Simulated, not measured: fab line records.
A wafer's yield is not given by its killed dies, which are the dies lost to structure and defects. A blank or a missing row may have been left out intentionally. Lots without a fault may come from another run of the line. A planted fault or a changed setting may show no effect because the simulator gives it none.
fab line records + flow n5-finfet
record:
- lots: 10
- wafers: 29
- last-day: 18
route steps=1938 shown STI_FIN_REVEAL@183 DUMMY_GATE@219 BEOL_M4@1111 PASSIVATION@1936
lots untouched by any fault: they come from a run of this same line in which no faults occurred
start-h: start of the lot's first displayed wafer, in hours after the record's first day + wait-h: hours elapsed since this lot's preceding step + " same as the row above + L1.1+2: a single row standing in for several wafers + - no value, or no start was given + * or withheld: withheld + < > ~ a bound
route shown NAME@n: a module of which the file shows steps, and the number in the route of the first + usual: the fault-free wafers' mean and standard deviation + same: alike in all rows + chamber/n: place in a boat + sites: each site's reading + _std_site: how widely they spread, as a standard deviation + _edge_site: mean of outer sites minus mean of inner sites + radius-mm: for every site, how far away it sits from the centre of the wafer + mask NAME#n: copy n + behind: the last tool/chamber to shape the wafer + hold: reason for holding the lot/hours on hold/outcome of the hold + device: whichever transistor did not switch (one of n, p or np) + end of line: tests of these same wafers at the route's end + where a step has no rows: the recipe by itself + killed: at the first sort, the dies lost to defects and structure; wafer yield is something else + map: a wafer's dies, x killed, . not, _ none there
set.NAME: the setting the step ran with; set.NAME@STEP: the setting that earlier step ran with + model.NAME: the simulator's own value behind a step, which no gauge read
a sample of lots followed through the steps of the route, with each step as a table and each wafer as a row
services: the hour from which a tool's chamber was out of use, counted from the record's first day as start-h (under 0 if before that day), plus the number of hours and why
== steps ==
step: N5_STI_FIN_REVEAL_ALD_00
recipe:
- material: SiO2
- target-thk-a: 10
- temp-c: 300
- ald-precursor-family: BDEAS
- ald-co-reactant: O2-plasma
- pulse-time-s: 1
- pressure-torr: 2
usual:
- heater-power-w: 468/42
- precursor-pulse-height-rel: 0.998/0.018
| lot.wafer | tool       | chamber | start-h | wait-h | heater-power-w | precursor-pulse-height-rel |
|-----------|------------|---------|---------|--------|----------------|----------------------------|
| L917.2    | ald-sin-02 | 3       | 30.57   | 0.0    | 473            | 0.947                      |
| L917.5    | "          | 3       | "       | "      | 471            | 0.995                      |
| L917.6    | "          | 0       | "       | "      | 549            | 1.021                      |
| L918.1    | ald-sin-02 | 1       | 35.36   | 0.0    | 433            | 0.996                      |
| L918.5    | "          | 1       | "       | "      | 438            | 1.026                      |
| L918.6    | "          | 0       | "       | "      | 550            | 1.003                      |
| L919.1    | ald-sin-02 | 3       | 40.66   | 0.0    | 474            | 0.989                      |
| L919.4    | "          | 1       | "       | "      | 444            | 1.000                      |
| L919.5    | "          | 1       | "       | "      | 428            | 1.017                      |
| L920.1    | ald-sin-01 | 2       | 46.44   | 0.2    | 437            | 1.022                      |
| L920.2    | "          | 1       | "       | "      | 435            | 0.994                      |
| L920.5    | "          | 0       | "       | "      | 407            | 0.983                      |
| L921.1    | ald-sin-04 | 0       | 55.27   | 0.1    | 531            | 1.035                      |
| L921.2    | "          | 2       | "       | "      | 443            | 1.012                      |
| L921.4    | "          | 1       | "       | "      | 539            | 1.019                      |
| L928.1    | ald-sin-04 | 2       | 97.14   | 0.0    | 443            | 0.984                      |
| L928.2    | "          | 3       | "       | "      | 453            | 0.987                      |
| L928.4    | "          | 0       | "       | "      | 528            | 1.025                      |
| L930.1    | ald-sin-01 | 0       | 110.14  | 0.0    | 420            | 1.006                      |
| L930.3    | "          | 0       | "       | "      | 420            | 0.995                      |
| L930.4    | "          | 2       | "       | "      | 449            | 0.972                      |
| L931.3    | ald-sin-01 | 2       | 116.02  | 1.2    | 449            | 1.010                      |
| L931.4    | "          | 0       | "       | "      | 418            | 1.014                      |
| L931.6    | "          | 2       | "       | "      | 447            | 0.992                      |
| L936.1    | ald-sin-02 | 0       | 142.43  | 0.0    | 523            | 0.993                      |
| L936.5    | "          | 1       | "       | "      | 437            | 1.027                      |
| L940.3    | ald-sin-04 | 0       | 186.73  | 0.2    | 511            | 0.996                      |
| L940.4    | "          | 3       | "       | "      | 457            | 0.966                      |
| L940.5    | "          | 1       | "       | "      | 531            | 0.993                      |
step: N5_STI_FIN_REVEAL_OXIDATION_33
recipe:
- chemistry: O2_PLASMA_REMOTE
- temp-c: 150
- time-s: 20
- pressure-mtorr: 1000
- source-power-w: 2000
- o2-flow-sccm: 3000
usual:
- drypump-motor-current-A: 5.9/0.56
- heater-power-w: 138/11
| lot.wafer | tool            | chamber | start-h | wait-h | drypump-motor-current-A | heater-power-w | rf-hours-counter-h |
|-----------|-----------------|---------|---------|--------|-------------------------|----------------|--------------------|
| L917.2    | plasma-asher-02 | 0       | 39.04   | 0.0    | 4.8                     | 126            | 81                 |
| L917.5    | "               | 0       | "       | "      | 4.8                     | 127            | -                  |
| L917.6    | "               | 1       | "       | "      | 6.0                     | 151            | -                  |
| L918.1    | plasma-asher-02 | 0       | 44.47   | 0.0    | 4.8                     | 131            | 82                 |
| L918.5    | "               | 0       | "       | "      | 4.8                     | 130            | -                  |
| L918.6    | "               | 1       | "       | "      | 6.0                     | 156            | -                  |
| L919.1    | plasma-asher-01 | 0       | 49.90   | 0.0    | 5.9                     | 126            | 30                 |
| L919.4    | "               | 1       | "       | "      | 6.4                     | 146            | -                  |
| L919.5    | "               | 0       | "       | "      | 5.9                     | 127            | -                  |
| L920.1    | plasma-asher-01 | 0       | 54.88   | 0.0    | 5.9                     | 128            | 31                 |
| L920.2    | "               | 1       | "       | "      | 6.4                     | 145            | 31                 |
| L920.5    | "               | 1       | "       | "      | 6.4                     | 146            | -                  |
| L921.1    | plasma-asher-01 | 1       | 64.49   | 0.0    | 6.4                     | 148            | 33                 |
| L921.2    | "               | 0       | "       | "      | 5.9                     | 127            | 33                 |
| L921.4    | "               | 1       | "       | "      | 6.4                     | 146            | -                  |
| L928.1    | plasma-asher-02 | 0       | 105.97  | 0.0    | 4.8                     | 130            | 94                 |
| L928.2    | "               | 1       | "       | "      | 6.0                     | 153            | 94                 |
| L928.4    | "               | 0       | "       | "      | 4.8                     | 127            | -                  |
| L930.1    | plasma-asher-02 | 1       | 118.91  | 0.1    | 6.0                     | 151            | 97                 |
| L930.3    | "               | 0       | "       | "      | 4.8                     | 128            | -                  |
| L930.4    | "               | 1       | "       | "      | 6.0                     | 153            | -                  |
| L931.3    | plasma-asher-01 | 0       | 125.32  | 0.0    | 5.9                     | 125            | -                  |
| L931.4    | "               | 1       | "       | "      | 6.4                     | 144            | -                  |
| L931.6    | "               | 0       | "       | "      | 5.9                     | 127            | -                  |
| L936.1    | plasma-asher-01 | 1       | 151.09  | 0.0    | 6.4                     | 142            | 50                 |
| L936.5    | "               | 1       | "       | "      | 6.4                     | 147            | -                  |
| L940.3    | plasma-asher-02 | 1       | 197.65  | 0.0    | 6.0                     | 153            | -                  |
| L940.4    | "               | 0       | "       | "      | 4.8                     | 131            | -                  |
| L940.5    | "               | 0       | "       | "      | 4.8                     | 132            | -                  |
step: N5_STI_FIN_REVEAL_FIN_H_MEAS_10
usual:
- trench-depth-nm: 52.4/0.67
| lot.wafer | tool   | chamber | start-h | wait-h | trench-depth-nm |
|-----------|--------|---------|---------|--------|-----------------|
| L917.2    | ocd-02 | -       | 39.29   | 0.0    | 52.4            |
| L917.5    | "      | -       | "       | "      | 51.7            |
| L917.6    | "      | -       | "       | "      | 52.5            |
| L918.1    | ocd-01 | -       | 44.67   | 0.0    | 52.9            |
| L918.5    | "      | -       | "       | "      | 52.0            |
| L918.6    | "      | -       | "       | "      | 52.6            |
| L919.1    | ocd-01 | -       | 50.10   | 0.0    | 52.0            |
| L919.4    | "      | -       | "       | "      | 52.4            |
| L919.5    | "      | -       | "       | "      | 52.4            |
| L920.1    | ocd-01 | -       | 55.08   | 0.0    | 52.7            |
| L920.2    | "      | -       | "       | "      | 51.8            |
| L920.5    | "      | -       | "       | "      | 52.3            |
| L921.1    | ocd-01 | -       | 64.68   | 0.0    | 52.3            |
| L921.2    | "      | -       | "       | "      | 51.4            |
| L921.4    | "      | -       | "       | "      | 50.8            |
| L928.1    | ocd-01 | -       | 106.17  | 0.0    | 53.7            |
| L928.2    | "      | -       | "       | "      | 52.5            |
| L928.4    | "      | -       | "       | "      | 53.2            |
| L930.1    | ocd-02 | -       | 119.11  | 0.0    | 51.0            |
| L930.3    | "      | -       | "       | "      | 52.3            |
| L930.4    | "      | -       | "       | "      | 51.9            |
| L931.3    | ocd-02 | -       | 125.50  | 0.0    | 51.4            |
| L931.4    | "      | -       | "       | "      | 52.1            |
| L931.6    | "      | -       | "       | "      | 53.1            |
| L936.1    | ocd-02 | -       | 151.28  | 0.0    | 51.5            |
| L936.5    | "      | -       | "       | "      | 51.6            |
| L940.3    | ocd-01 | -       | 197.88  | 0.0    | 52.8            |
| L940.4    | "      | -       | "       | "      | 52.5            |
| L940.5    | "      | -       | "       | "      | 51.6            |
step: N5_STI_FIN_REVEAL_INSPECT_13
recipe:
- inspect-instrument: darkfield
- mode: post-clean
usual:
- raw-defect-count: 12/5.3
| lot.wafer | tool              | chamber | start-h | wait-h | raw-defect-count |
|-----------|-------------------|---------|---------|--------|------------------|
| L917.2    | defect-inspect-02 | -       | 39.37   | 0.0    | 13               |
| L917.5    | "                 | -       | "       | "      | 14               |
| L917.6    | "                 | -       | "       | "      | 15               |
| L918.1    | defect-inspect-01 | -       | 44.75   | 0.0    | 5                |
| L918.5    | "                 | -       | "       | "      | 15               |
| L918.6    | "                 | -       | "       | "      | 5                |
| L919.1    | defect-inspect-02 | -       | 50.18   | 0.0    | 11               |
| L919.4    | "                 | -       | "       | "      | 8                |
| L919.5    | "                 | -       | "       | "      | 10               |
| L920.1    | defect-inspect-01 | -       | 55.16   | 0.0    | 10               |
| L920.2    | "                 | -       | "       | "      | 7                |
| L920.5    | "                 | -       | "       | "      | 6                |
| L921.1    | defect-inspect-01 | -       | 64.77   | 0.0    | 8                |
| L921.2    | "                 | -       | "       | "      | 11               |
| L921.4    | "                 | -       | "       | "      | 14               |
| L928.1    | defect-inspect-02 | -       | 106.26  | 0.0    | 645              |
| L928.2    | "                 | -       | "       | "      | 10               |
| L928.4    | "                 | -       | "       | "      | 624              |
| L930.1    | defect-inspect-01 | -       | 119.19  | 0.0    | 6                |
| L930.3    | "                 | -       | "       | "      | 628              |
| L930.4    | "                 | -       | "       | "      | 11               |
| L931.3    | defect-inspect-02 | -       | 125.59  | 0.0    | 7                |
| L931.4    | "                 | -       | "       | "      | 11               |
| L931.6    | "                 | -       | "       | "      | 17               |
| L936.1    | defect-inspect-01 | -       | 151.37  | 0.0    | 9                |
| L936.5    | "                 | -       | "       | "      | 14               |
| L940.3    | defect-inspect-01 | -       | 197.97  | 0.0    | 20               |
| L940.4    | "                 | -       | "       | "      | 18               |
| L940.5    | "                 | -       | "       | "      | 18               |
step: N5_DUMMY_GATE_THK_MEAS_05
usual:
- thk-nm: 71.8/1.2
| lot.wafer | tool          | chamber | start-h | wait-h | thk-nm |
|-----------|---------------|---------|---------|--------|--------|
| L917.2    | film-metro-01 | -       | 43.60   | 0.1    | 73.4   |
| L917.5    | "             | -       | "       | "      | 74.1   |
| L917.6    | "             | -       | "       | "      | 71.3   |
| L918.1    | film-metro-01 | -       | 49.93   | 0.1    | 70.2   |
| L918.5    | "             | -       | "       | "      | 74.4   |
| L918.6    | "             | -       | "       | "      | 72.4   |
| L919.1    | film-metro-02 | -       | 57.45   | 0.1    | 71.2   |
| L919.4    | "             | -       | "       | "      | 71.2   |
| L919.5    | "             | -       | "       | "      | 70.1   |
| L920.1    | film-metro-01 | -       | 61.64   | 0.2    | 74.0   |
| L920.2    | "             | -       | "       | "      | 70.1   |
| L920.5    | "             | -       | "       | "      | 73.0   |
| L921.1    | film-metro-02 | -       | 71.02   | 0.2    | 70.3   |
| L921.2    | "             | -       | "       | "      | 71.3   |
| L921.4    | "             | -       | "       | "      | 71.2   |
| L928.1    | film-metro-02 | -       | 111.27  | 0.1    | 71.8   |
| L928.2    | "             | -       | "       | "      | 70.3   |
| L928.4    | "             | -       | "       | "      | 73.5   |
| L930.1    | film-metro-01 | -       | 123.77  | 0.1    | 70.5   |
| L930.3    | "             | -       | "       | "      | 71.6   |
| L930.4    | "             | -       | "       | "      | 70.0   |
| L931.3    | film-metro-01 | -       | 129.78  | 0.2    | 72.8   |
| L931.4    | "             | -       | "       | "      | 71.8   |
| L931.6    | "             | -       | "       | "      | 73.1   |
| L936.1    | film-metro-01 | -       | 156.72  | 0.1    | 71.4   |
| L936.5    | "             | -       | "       | "      | 72.5   |
| L940.3    | film-metro-01 | -       | 202.15  | 0.1    | 70.3   |
| L940.4    | "             | -       | "       | "      | 71.1   |
| L940.5    | "             | -       | "       | "      | 71.6   |
step: N5_BEOL_M4_RC_MEAS_101
usual:
- DIBL_N: 36.2/1.5
- DIBL_P: 36.4/2.1
- IOFF_N: 0.16/0.031
- IOFF_P: 0.21/0.037
- ION_N: 679/11
- ION_P: 465/7.7
- SS_N: 71.4/0.55
- SS_P: 73.2/0.63
- VT_N: 249/3.3
- VT_P: -250/3.4
| lot.wafer | tool      | chamber | start-h | wait-h | DIBL_N[mV/V] | DIBL_P[mV/V] | IOFF_N[nA/um] | IOFF_P[nA/um] | ION_N[uA/um] | ION_P[uA/um] | SS_N[mV/dec] | SS_P[mV/dec] | VT_N[mV] | VT_P[mV] |
|-----------|-----------|---------|---------|--------|--------------|--------------|---------------|---------------|--------------|--------------|--------------|--------------|----------|----------|
| L918.1    | prober-02 | 0       | 167.58  | 0.0    | 35.3         | 34.8         | 0.16          | 0.19          | 679          | 465          | 71.8         | 73.6         | 246      | -251     |
| L918.5    | "         | 0       | "       | "      | 39.2         | 39.8         | 0.24          | 0.28          | 696          | 470          | 72.5         | 74.4         | 243      | -245     |
| L918.6    | "         | 0       | "       | "      | 34.3         | 33.7         | 0.13          | 0.18          | 673          | 456          | 71.5         | 72.1         | 251      | -254     |
| L917.2    | prober-02 | 0       | 171.19  | 0.2    | 36.6         | 38.2         | 0.15          | 0.21          | 675          | 463          | 72.2         | 74.0         | 249      | -253     |
| L917.5    | "         | 0       | "       | "      | 37.2         | 38.7         | 0.17          | 0.21          | 677          | 462          | 71.7         | 73.7         | 247      | -252     |
| L917.6    | "         | 0       | "       | "      | 39.9         | 40.6         | 0.22          | 0.24          | 694          | 465          | 72.0         | 74.3         | 244      | -250     |
| L919.1    | prober-01 | 0       | 176.20  | 0.0    | 34.9         | 32.6         | 0.12          | 0.14          | 657          | 449          | 71.3         | 72.2         | 255      | -257     |
| L919.4    | "         | 0       | "       | "      | 33.9         | 32.0         | 0.12          | 0.14          | 679          | 461          | 71.2         | 71.5         | 252      | -254     |
| L919.5    | "         | 0       | "       | "      | 35.2         | 33.4         | 0.12          | 0.16          | 667          | 458          | 72.2         | 72.7         | 252      | -254     |
| L920.1    | prober-02 | 0       | 183.93  | 0.0    | 35.4         | 37.8         | 0.16          | 0.21          | 684          | 464          | 71.1         | 73.1         | 250      | -249     |
| L920.2    | "         | 0       | "       | "      | 35.4         | 38.0         | 0.16          | 0.22          | 673          | 463          | 71.4         | 74.1         | 252      | -249     |
| L920.5    | "         | 0       | "       | "      | 35.0         | 38.6         | 0.16          | 0.22          | 680          | 469          | 71.7         | 72.9         | 246      | -248     |
| L921.1    | prober-01 | 0       | 194.07  | 0.0    | 36.2         | 35.0         | 0.17          | 0.23          | 682          | 467          | 72.2         | 73.1         | 249      | -249     |
| L921.2    | "         | 0       | "       | "      | 36.6         | 36.3         | 0.18          | 0.25          | 670          | 465          | 71.1         | 73.9         | 248      | -244     |
| L921.4    | "         | 0       | "       | "      | 36.1         | 35.0         | 0.16          | 0.24          | 667          | 464          | 71.3         | 74.1         | 251      | -244     |
| L928.1    | prober-02 | 0       | 236.01  | 0.0    | 32.9         | 34.8         | 0.12          | 0.17          | 679          | 470          | 70.5         | 72.2         | 253      | -253     |
| L928.2    | "         | 0       | "       | "      | 34.6         | 36.6         | 0.14          | 0.19          | 674          | 462          | 70.4         | 72.8         | 253      | -251     |
| L928.4    | "         | 0       | "       | "      | 35.7         | 38.1         | 0.16          | 0.21          | 683          | 466          | 71.0         | 73.8         | 252      | -252     |
| L930.1    | prober-01 | 0       | 253.47  | 0.0    | 38.1         | 37.1         | 0.21          | 0.23          | 688          | 457          | 72.2         | 73.6         | 243      | -248     |
| L930.3    | "         | 0       | "       | "      | 36.2         | 34.5         | 0.17          | 0.20          | 685          | 465          | 71.8         | 73.4         | 244      | -252     |
| L930.4    | "         | 0       | "       | "      | 38.5         | 36.3         | 0.20          | 0.22          | 688          | 464          | 71.9         | 73.7         | 248      | -250     |
| L931.3    | prober-01 | 0       | 254.81  | 0.3    | 37.4         | 36.0         | 0.17          | 0.22          | 666          | 461          | 72.2         | 73.8         | 253      | -248     |
| L931.4    | "         | 0       | "       | "      | 35.4         | 35.0         | 0.14          | 0.20          | 672          | 463          | 71.1         | 73.4         | 254      | -253     |
| L931.6    | "         | 0       | "       | "      | 37.1         | 36.2         | 0.16          | 0.22          | 683          | 470          | 72.7         | 73.7         | 253      | -249     |
| L936.1    | prober-02 | 0       | 282.72  | 0.0    | 34.6         | 34.6         | 0.13          | 0.20          | 650          | 458          | 71.4         | 72.5         | 249      | -248     |
| L936.5    | "         | 0       | "       | "      | 35.2         | 34.7         | 0.13          | 0.20          | 659          | 460          | 71.3         | 72.6         | 250      | -247     |
| L940.3    | prober-02 | 0       | 316.51  | 0.5    | 35.0         | 35.3         | 0.16          | 0.21          | 693          | 463          | 70.4         | 73.5         | 248      | -250     |
| L940.4    | "         | 0       | "       | "      | 36.9         | 36.5         | 0.17          | 0.21          | 682          | 467          | 72.3         | 74.0         | 251      | -249     |
| L940.5    | "         | 0       | "       | "      | 37.2         | 36.8         | 0.19          | 0.22          | 680          | 465          | 71.8         | 74.4         | 248      | -250     |
step: N5_PASSIVATION_PROBE_49
usual:
- defect-limited-yield: 91.3/1.3
- killed_at_M0_to_M3: 36/12
- killed_at_M4_up: 13/4.6
- killed-at-contacts: 13/5.4
- killed-at-front-end: 37/10
- killed-at-other: 3.6/2.9
- killed-dies: 102/15
- killed-open: 67/12
- killed-short: 33/7.5
- sort_bin_5_function: 5.1/0.93
- sort_bin_6_memory: 3.2/0.62
- sort-n-pass: 1078/15
- sort-yield-pct: 91.3/1.3
same:
- gross-dies: 1180
- killed-at-back-side: 0
- sort_bin_4_leakage[%]: 0
- sort_bin_8_speed[%]: 0
| lot.wafer | tool      | chamber | start-h | wait-h | defect-limited-yield[%] | killed_at_M0_to_M3 | killed_at_M4_up | killed-at-contacts | killed-at-front-end | killed-at-other | killed-dies | killed-open | killed-short | sort_bin_5_function[%] | sort_bin_6_memory[%] | sort-n-pass | sort-yield-pct[%] |
|-----------|-----------|---------|---------|--------|-------------------------|--------------------|-----------------|--------------------|---------------------|-----------------|-------------|-------------|--------------|------------------------|----------------------|-------------|-------------------|
| L918.1    | prober-01 | -       | 258.32  | 0.0    | 91.4                    | 35                 | 15              | 8                  | 42                  | 2               | 102         | 76          | 26           | 4.9                    | 3.3                  | 1078        | 91.4              |
| L918.5    | prober-01 | -       | 258.52  | 0.2    | 91.6                    | 36                 | 13              | 8                  | 40                  | 2               | 99          | 71          | 27           | 4.6                    | 3.5                  | 1081        | 91.6              |
| L918.6    | prober-01 | -       | 258.57  | 0.3    | 90.4                    | 36                 | 13              | 10                 | 48                  | 6               | 113         | 78          | 33           | 4.7                    | 4.6                  | 1067        | 90.4              |
| L928.1    | prober-01 | -       | 345.68  | 0.0    | 81.5                    | 40                 | 12              | 5                  | 159                 | 2               | 218         | 62          | 30           | 11.2                   | 4.8                  | 962         | 81.5              |
| L928.2    | prober-01 | -       | 345.73  | 0.1    | 95.0                    | 24                 | 4               | 9                  | 21                  | 1               | 59          | 38          | 21           | 3.1                    | 1.8                  | 1121        | 95.0              |
| L928.4    | prober-01 | -       | 345.83  | 0.2    | 83.1                    | 30                 | 6               | 6                  | 154                 | 3               | 199         | 46          | 22           | 9.2                    | 4.3                  | 981         | 83.1              |
| L931.3    | prober-01 | -       | 356.23  | 0.1    | 92.3                    | 53                 | 0               | 8                  | 30                  | 0               | 91          | 56          | 35           | 4.5                    | 2.7                  | 1089        | 92.3              |
| L931.4    | prober-01 | -       | 356.28  | 0.2    | 90.9                    | 48                 | 9               | 19                 | 30                  | 1               | 107         | 73          | 33           | 5.3                    | 3.4                  | 1073        | 90.9              |
| L931.6    | prober-01 | -       | 356.38  | 0.3    | 91.7                    | 59                 | 8               | 7                  | 23                  | 1               | 98          | 56          | 42           | 5.4                    | 2.4                  | 1082        | 91.7              |
| L930.1    | prober-02 | -       | 360.45  | 0.0    | 90.9                    | 49                 | 8               | 15                 | 34                  | 1               | 107         | 67          | 39           | 5.8                    | 3.0                  | 1073        | 90.9              |
| L930.3    | prober-02 | -       | 360.55  | 0.1    | 81.9                    | 35                 | 8               | 8                  | 156                 | 7               | 214         | 57          | 33           | 11.4                   | 4.2                  | 966         | 81.9              |
| L930.4    | prober-02 | -       | 360.60  | 0.2    | 90.8                    | 30                 | 27              | 14                 | 32                  | 6               | 109         | 73          | 36           | 4.7                    | 4.1                  | 1071        | 90.8              |
killed by level:class
L918.1 FIN_SAQP:geometric-particle:open=15 MOL_CONTACT_COAG:geometric-particle:open=7 BEOL_M0_SAQP:geometric-particle:open=7 BEOL_M2:geometric-particle:open=7 BEOL_M0_SAQP:geometric-particle:short=6 BEOL_M1:geometric-particle:open=6 STI_FIN_REVEAL:geometric-particle:open=5 GATE_CUT:geometric-particle:short=5
L918.5 FIN_SAQP:geometric-particle:open=11 BEOL_M0_SAQP:geometric-particle:open=10 MOL_CONTACT_COAG:geometric-particle:open=7 STI_FIN_REVEAL:geometric-particle:open=6 BEOL_M2:geometric-particle:open=6 STARTING-WAFER:geometric-particle:short=6 BEOL_M0:geometric-particle:open=5 BEOL_M1:geometric-particle:open=5
L918.6 BEOL_M2:geometric-particle:open=13 FIN_SAQP:geometric-particle:open=12 BEOL_M3:geometric-particle:open=12 MOL_CONTACT_COAG:geometric-particle:open=10 FIN_SAQP:geometric-particle:short=7 GATE_CUT:geometric-particle:short=6 STI_FIN_REVEAL:geometric-particle:open=5 BEOL_M1:geometric-particle:open=4
L928.1 STI_FIN_REVEAL:unspecified=126 BEOL_M0_SAQP:geometric-particle:open=8 BEOL_M3:geometric-particle:open=8 BEOL_M2:geometric-particle:open=7 FIN_SAQP:geometric-particle:short=6 STI_FIN_REVEAL:geometric-particle:open=6 BEOL_M0_SAQP:geometric-particle:short=6 BEOL_M1:geometric-particle:open=5
L928.2 BEOL_M0_SAQP:geometric-particle:open=8 BEOL_M2:geometric-particle:short=8 MOL_CONTACT_COAG:geometric-particle:open=6 FIN_SAQP:geometric-particle:open=3 STI_FIN_REVEAL:geometric-particle:open=3 MOL_CONTACT_COAG:geometric-particle:short=3 STARTING-WAFER:geometric-particle:open=3 STARTING-WAFER:geometric-particle:short=3
L928.4 STI_FIN_REVEAL:unspecified=131 BEOL_M1:geometric-particle:open=8 BEOL_M0_SAQP:geometric-particle:open=6 MOL_CONTACT_COAG:geometric-particle:open=5 BEOL_M2:geometric-particle:open=5 STI_FIN_REVEAL:geometric-particle:open=4 FIN_SAQP:geometric-particle:short=3 ILD0:geometric-particle:open=3
L931.3 BEOL_M3:geometric-particle:open=13 BEOL_M2:geometric-particle:open=9 BEOL_M1:geometric-particle:short=9 BEOL_M0_SAQP:geometric-particle:short=8 FIN_SAQP:geometric-particle:open=7 FIN_SAQP:geometric-particle:short=7 BEOL_M1:geometric-particle:open=7 MOL_CONTACT_COAG:geometric-particle:open=6
L931.4 MOL_CONTACT_COAG:geometric-particle:open=15 BEOL_M2:geometric-particle:open=15 BEOL_M3:geometric-particle:open=11 BEOL_M0_SAQP:geometric-particle:short=9 FIN_SAQP:geometric-particle:short=8 BEOL_M0_SAQP:geometric-particle:open=8 FIN_SAQP:geometric-particle:open=5 MOL_CONTACT_COAG:geometric-particle:short=4
L931.6 BEOL_M0_SAQP:geometric-particle:short=17 BEOL_M2:geometric-particle:open=12 FIN_SAQP:geometric-particle:short=11 BEOL_M0_SAQP:geometric-particle:open=9 MOL_CONTACT_COAG:geometric-particle:open=7 FIN_SAQP:geometric-particle:open=5 BEOL_M1:geometric-particle:open=5 BEOL_M3:geometric-particle:open=5
L930.1 BEOL_M0_SAQP:geometric-particle:short=14 STI_FIN_REVEAL:geometric-particle:open=13 MOL_CONTACT_COAG:geometric-particle:open=10 BEOL_M0_SAQP:geometric-particle:open=10 BEOL_M1:geometric-particle:open=9 BEOL_M3:geometric-particle:open=7 MOL_CONTACT_COAG:geometric-particle:short=5 STI_FIN_REVEAL:geometric-particle:short=5
L930.3 STI_FIN_REVEAL:unspecified=124 BEOL_M3:geometric-particle:open=11 BEOL_M0_SAQP:geometric-particle:short=8 MOL_CONTACT_COAG:geometric-particle:open=7 BEOL_M3:geometric-particle:short=5 STI_FIN_REVEAL:geometric-particle:open=5 DUMMY_GATE:geometric-particle:open=5 BEOL_M0_SAQP:geometric-particle:open=5
L930.4 BEOL_M4:geometric-particle:open=17 FIN_SAQP:geometric-particle:open=11 MOL_CONTACT_COAG:geometric-particle:open=8 BEOL_M0_SAQP:geometric-particle:short=8 FIN_SAQP:geometric-particle:short=6 MOL_CONTACT_COAG:geometric-particle:short=6 BEOL_M0_SAQP:geometric-particle:open=6 BEOL_M2:geometric-particle:open=5
== services ==
| tool       | chamber | start-h | hours | kind       |
|------------|---------|---------|-------|------------|
| ald-sin-04 | 0       | 7.75    | -     | clean      |
| ald-sin-04 | 1       | 7.75    | -     | clean      |
| ald-sin-04 | 2       | 7.75    | -     | clean      |
| ald-sin-04 | -       | 17.32   | 6.0   | pm         |
| ald-sin-04 | 0       | 30.21   | 10.9  | repair     |
| ald-sin-02 | 3       | 46.20   | 9.2   | repair     |
| ald-sin-01 | -       | 50.01   | 28.1  | pm         |
| ald-sin-02 | 2       | 62.97   | 10.5  | repair     |
| ald-sin-02 | -       | 85.65   | 14.0  | pm         |
| ald-sin-02 | 0       | 85.65   | 14.0  | vent-cycle |
| ald-sin-02 | 1       | 85.65   | 16.5  | vent-cycle |
| ald-sin-02 | 2       | 85.65   | 14.0  | vent-cycle |
| ald-sin-02 | 3       | 85.65   | 14.0  | vent-cycle |
| ald-sin-01 | 3       | 96.99   | 75.8  | repair     |
| ald-sin-04 | -       | 99.10   | 2.1   | repair     |
| ald-sin-02 | 0       | 99.65   | -     | clean      |
| ald-sin-02 | 2       | 99.65   | -     | clean      |
| ald-sin-02 | 3       | 99.65   | -     | clean      |
| ald-sin-02 | 1       | 112.48  | 13.1  | repair     |
| ald-sin-02 | 3       | 124.40  | 4.0   | repair     |
| ald-sin-04 | 3       | 133.74  | 11.3  | repair     |
| ald-sin-02 | 0       | 151.63  | 3.7   | repair     |
| ald-sin-01 | 0       | 162.93  | 57.3  | repair     |
| ald-sin-01 | -       | 178.60  | 14.0  | pm         |
== key ==
first-sign:
- step: N5_STI_FIN_REVEAL_INSPECT_13
- reading: raw-defect-count
- direction: up
- sigmas: 99+
- usual: 12
- struck: 632
effect:
- step: N5_PASSIVATION_PROBE_49
- reading: killed-at-front-end
- direction: up
- sigmas: 12
- usual: 37
- struck: 156
more-kills-born-at:
- N5_STI_FIN_REVEAL_OXIDATION_33@plasma-asher-02: 381
met-at N5_STI_FIN_REVEAL_OXIDATION_33
struck-lots L928,L930
struck-wafers L928.1,L928.4,L930.3
not-acting-at N5_STI_FIN_REVEAL_ALD_00,N5_STI_FIN_REVEAL_FIN_H_MEAS_10,N5_DUMMY_GATE_THK_MEAS_05
onset-between 44.47 105.97
fault:
- kind: chamber-particle-source
- tool: plasma-asher-02
- chamber: 0
- onset-h: 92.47
- steps: N5_STI_FIN_REVEAL_OXIDATION_33
- rate-per-visit-cm2: 0.98027
- end-h: 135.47
